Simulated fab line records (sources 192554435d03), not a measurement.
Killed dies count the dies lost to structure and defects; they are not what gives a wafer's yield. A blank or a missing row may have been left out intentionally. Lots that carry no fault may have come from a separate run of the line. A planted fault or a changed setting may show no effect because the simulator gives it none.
A lot that was struck, set against a sound lot    flow n5-finfet    14 steps out of a route of 1938
Sound: wafers L624.2, L624.4, L624.5. Struck: wafers L628.1, L628.4, L628.5. The cause is given at the end.
Order at every step that has rows: each side's tool, ch and its chambers, its first start. Under that, the readings that differ: sound wafers    struck wafers    difference of the means    sigmas: that difference in standard deviations of wafers without a fault.
alike: readings whose means differ by less than 2 such deviations, and words and numbers that are the same on both sides. not compared: withheld readings, readings that some wafer has no value for, bounds like >300 that may hide the same value, and numbers for which the record gives no deviation and whose values overlap.
Wherever a step has rows on one side only, a row that says differs or no value, or a row with sigmas, the two part there. Non-overlapping numbers with no deviation appear without sigmas and do not part them. A reading missing from all wafers of one side parts the sides only when that side holds two or more wafers.

N5_BEOL_M2_INSPECT_59: inspects for defects (darkfield).
  sound on defect-inspect-02 at day 10 14:31; struck on defect-inspect-01 at day 11 19:41
  alike: raw-defect-count
N5_BEOL_M3_ILD_DEP_00: deposits SiOC from DEMS/O2, target thk 79 nm, time 15.3 s.
  sound on pecvd-02 ch 1,2, day 10 14:34; struck on pecvd-02 ch 0,1,2, day 11 19:43
  alike: chamber-pressure-Torr, heater-power-w, showerhead-plenum-p-Torr, throttle-valve-pct
N5_BEOL_M3_THK_MEAS_01:
  sound on film-metro-02 at day 10 14:37; struck on film-metro-02 at day 11 19:47
  alike: M3_ILD_THK
N5_BEOL_M3_PECVD_72: deposits SiO2 from TEOS/O2, target thk 16 nm, time 18 s.
  sound on pecvd-03 ch 0,1, day 10 14:40; struck on pecvd-04 ch 0,1, day 11 19:49
  alike: chamber-pressure-Torr, heater-power-w, showerhead-plenum-p-Torr, throttle-valve-pct
N5_BEOL_M3_HM_DEP_02: deposits TiN, target thk 20 nm.
  sound on pvd-sputter-02 at day 10 15:31; struck on pvd-sputter-01 at day 11 21:05
  alike: throttle-valve-pct
then, 7 steps without rows for these wafers: N5_BEOL_M3_COAT_61 (time 60 s, resist thk 60 nm); N5_BEOL_M3_COAT_62 (time 60 s, resist thk 12 nm); N5_BEOL_M3_COAT_73 (time 60 s, resist thk 5 nm); N5_BEOL_M3_COAT_05 (resist thk 30 nm); N5_BEOL_M3_EBR_07; N5_BEOL_M3_SOFTBAKE_06 (time 60 s); N5_BEOL_M3_EXPOSE_08 (exposes mask M3).
N5_BEOL_M3_PEB_09: peb time 60 s.
  sound on litho-track-02 ch 0, day 10 15:50; struck on litho-track-02, day 11 21:25
  no value came back on the struck wafers for chill-plate-temp-C (C), exhaust-pa (Pa), resist-line-temp-C (C); on the sound wafers chill-plate-temp-C (C) reads 23.10 23.02 22.94
then, 1 step without rows for these wafers: N5_BEOL_M3_DEVELOP_10 (develop time 30 s).

WHERE THEY PART
At N5_BEOL_M3_PEB_09 and nowhere else, as far as this record goes.

WHY: whatever the simulator had introduced
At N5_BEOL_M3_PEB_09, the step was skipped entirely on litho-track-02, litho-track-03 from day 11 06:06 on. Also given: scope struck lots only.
